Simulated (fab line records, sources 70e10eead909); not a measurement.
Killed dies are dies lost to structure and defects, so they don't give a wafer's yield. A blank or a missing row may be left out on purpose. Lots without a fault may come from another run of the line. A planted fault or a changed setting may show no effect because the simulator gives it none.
Chamber matching | flow nand_harc | NHARC_P_BONDPAD_ETCH_37 on rie_diel-09: 4 sister chambers
The step etches the open film in N2/H2, target depth 60 nm, overetch 18 nm, time 65.91 s. 4 wafers are shown with their chamber, then 7 later ones without.

WAFERS WITH THEIR CHAMBER
wafer  | chamber | showerhead_plenum_p_Torr (Torr)
L077.2 | 0       | 1.95
L080.6 | 3       | 1.97
L084.2 | 1       | 2.10
L084.3 | 2       | 2.08

WAFERS WITHOUT THEIR CHAMBER
wafer  | showerhead_plenum_p_Torr (Torr)
L084.6 | 2.08
L085.2 | 1.97
L085.3 | 1.95
L085.4 | 2.10
L092.1 | 2.07
L092.2 | 1.97
L092.5 | 2.07

WHICH CHAMBER EACH WENT THROUGH
wafer  | from the rows above | in truth
L084.6 | 2                   | 2
L085.2 | 3                   | 3
L085.3 | 0                   | 0
L085.4 | 1                   | 1
L092.1 | 2                   | 2
L092.2 | 3                   | 3
L092.5 | 2                   | 2
Placed correctly: 7 of 7. Can't be placed from these rows: 0. Placed wrongly: 0.
How it was worked out, from the rows above alone: a wafer's distance from a chamber is the root of the sum, over the readings, of the square of ((its reading less the chamber's mean) divided by the reading's scatter). The wafer belongs to the nearest chamber; if the next one is less than 2 further off, it can't be placed. A chamber's mean is the mean of its shown wafers. The scatter: with one shown wafer a chamber, the root of the mean of the squares of how far each hidden wafer lies from its nearest shown one.
